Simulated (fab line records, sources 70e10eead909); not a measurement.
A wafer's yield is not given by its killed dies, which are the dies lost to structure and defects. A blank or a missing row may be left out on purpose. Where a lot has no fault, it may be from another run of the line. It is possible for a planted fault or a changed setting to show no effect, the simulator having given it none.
The tool behind it: which one? | flow nandHarc | Sampling: 13 lots, 39 wafers, 2 of 1302 route steps

## WHAT EACH GAUGE READ, for each wafer
NHARC_P_M1_INSPECT_27. Usual: rawDefectCount 285, standard deviation 130.
lot  | measured     | on               | rawDefectCount | flag
L482 | day 6 07:25  | defectInspect-02 | 251 249 205    | 
L483 | day 6 18:21  | defectInspect-02 | 251 156 218    | 
L484 | day 7 03:17  | defectInspect-02 | 224 158 181    | 
L485 | day 7 19:35  | defectInspect-02 | 186 116 230    | 
L487 | day 8 06:43  | defectInspect-02 | 337 384 341    | 
L489 | day 9 08:51  | defectInspect-02 | 164 199 309    | 
L490 | day 9 17:16  | defectInspect-02 | 307 424 303    | 
L492 | day 10 13:04 | defectInspect-02 | 420 328 329    | 
L494 | day 11 05:50 | defectInspect-01 | 224 236 244    | 
L495 | day 11 13:05 | defectInspect-01 | 141 273 224    | 
L497 | day 12 15:08 | defectInspect-01 | 244 216 194    | 
L501 | day 14 04:55 | defectInspect-02 | 274 275 313    | 
L500 | day 14 05:25 | defectInspect-01 | 168 342 229    | 

NHARC_P_M2_OVL_MEAS_10: pitch 340 nm. Usual: overlayXNm 0.0 nm, standard deviation 0.96; overlayYNm -0.2 nm, standard deviation 0.76.
lot  | measured     | on         | overlayXNm (nm) | overlayYNm (nm) | flag
L482 | day 6 08:53  | overlay-01 | -0.1 0.0 -0.1   | -0.6 -0.6 -0.4  | 
L483 | day 6 19:50  | overlay-01 | -0.1 -0.2 -0.2  | -0.8 -0.9 -0.9  | 
L484 | day 7 04:46  | overlay-02 | -0.8 -0.4 -0.2  | 0.8 0.7 1.0     | 
L485 | day 7 21:04  | overlay-01 | -0.4 -0.1 -0.5  | -0.4 0.2 0.3    | 
L487 | day 8 08:12  | overlay-01 | 0.2 0.2 -0.1    | 0.7 0.4 0.5     | 
L489 | day 9 10:20  | overlay-01 | 0.5 0.3 0.3     | -2.1 -1.9 -1.1  | 
L490 | day 9 18:44  | overlay-02 | -0.7 -0.1 -0.5  | 0.9 0.4 0.5     | 
L492 | day 10 14:33 | overlay-02 | -1.2 -1.7 -1.5  | -0.5 -0.4 -0.4  | 
L494 | day 11 07:11 | overlay-01 | 0.7 0.5 0.4     | -1.0 -1.5 -1.3  | 
L495 | day 11 14:27 | overlay-02 | -1.1 -0.6 -1.2  | 0.1 -0.1 -0.1   | 
L497 | day 12 16:38 | overlay-02 | 0.3 0.3 0.8     | -1.4 -0.8 -1.1  | 
L501 | day 14 06:23 | overlay-01 | 0.7 0.8 0.4     | 0.1 0.0 -0.6    | 
L500 | day 14 06:59 | overlay-01 | 0.4 0.3 0.4     | 0.5 0.9 1.2     | 

## EACH LOT AND THE TOOL THAT RAN IT (in order: tool; ch and the chambers of the sampled wafers; start)
There is no process step in the record ahead of these readings.

## WHAT THE TOOLS THEMSELVES READ (means of the sampled wafers that have a number; where no wafer has one, the mark that the record gives instead)
The record holds no such reading with a usual standard deviation.

## THE ANSWER, worked out from the rows above alone
Rule: take the mean of a lot's wafers that have a number; if it is more than 3 standard deviations from the usual mean, the lot is off. Also off: a lot with no number at a reading for which 4 or more lots have one. The other lots that the step has rows for count as sound. After the gauges, taken in route order, come the tools' own readings; for these a lot's mean is taken, as printed above. The first step at which some lot is off is used, and at that step the reading that is off furthest; a lot without a number counts as furthest.
No lot is off on any of the readings shown, so nothing can be concluded from this.

## WHAT THE SIMULATOR HAD INSERTED
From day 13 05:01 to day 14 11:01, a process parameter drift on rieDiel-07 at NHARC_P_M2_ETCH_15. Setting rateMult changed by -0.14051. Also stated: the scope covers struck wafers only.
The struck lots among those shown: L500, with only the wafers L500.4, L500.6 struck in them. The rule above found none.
